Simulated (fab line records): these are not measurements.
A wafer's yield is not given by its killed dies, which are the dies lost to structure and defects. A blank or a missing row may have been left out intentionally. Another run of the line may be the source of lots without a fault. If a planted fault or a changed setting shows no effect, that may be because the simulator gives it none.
Chamber matching -- flow n5 finfet -- 3 sister chambers for N5_BEOL_M10_CURE_72 on uv cure-02
The step cures SiCOH lowk, time 120 s. 3 wafers are shown with their chamber, then 9 later ones without.

## WAFERS PAIRED WITH THEIR CHAMBERS
wafer,chamber,wafer_temp_C_max
L080.5,2,372.3
L093.5,0,371.3
L092.6,1,373.2

## WAFERS WITH NO CHAMBER GIVEN
wafer,wafer_temp_C_max
L094.1,371.3
L094.2,371.9
L094.3,371.4
L097.1,373.3
L097.2,372.6
L097.5,373.4
L095.4,372.8
L095.5,372.8
L095.6,371.7

## WHICH CHAMBER EACH WENT THROUGH
wafer,from the rows above,in truth
L094.1,0,0
L094.2,can't be placed: 2 or 0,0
L094.3,0,0
L097.1,1,1
L097.2,can't be placed: 2 or 1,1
L097.5,1,1
L095.4,can't be placed: 1 or 2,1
L095.5,can't be placed: 1 or 2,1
L095.6,can't be placed: 0 or 2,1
Correctly placed: 4 of 9. Not placeable from these rows: 5 (in 4, the candidates include the true chamber). Placed wrongly: 0.
How it was worked out, from the rows above alone: a wafer's distance from a chamber is the root of the sum, over the readings, of the square of ((its reading less the chamber's mean) divided by the reading's scatter). If the next closest chamber is less than 2 further off than the closest, the wafer can't be placed; otherwise it belongs to the closest. The mean given for a chamber averages the wafers shown for that chamber. The scatter: with one shown wafer a chamber, the root of the mean of the squares of how far each hidden wafer lies from its nearest shown one.
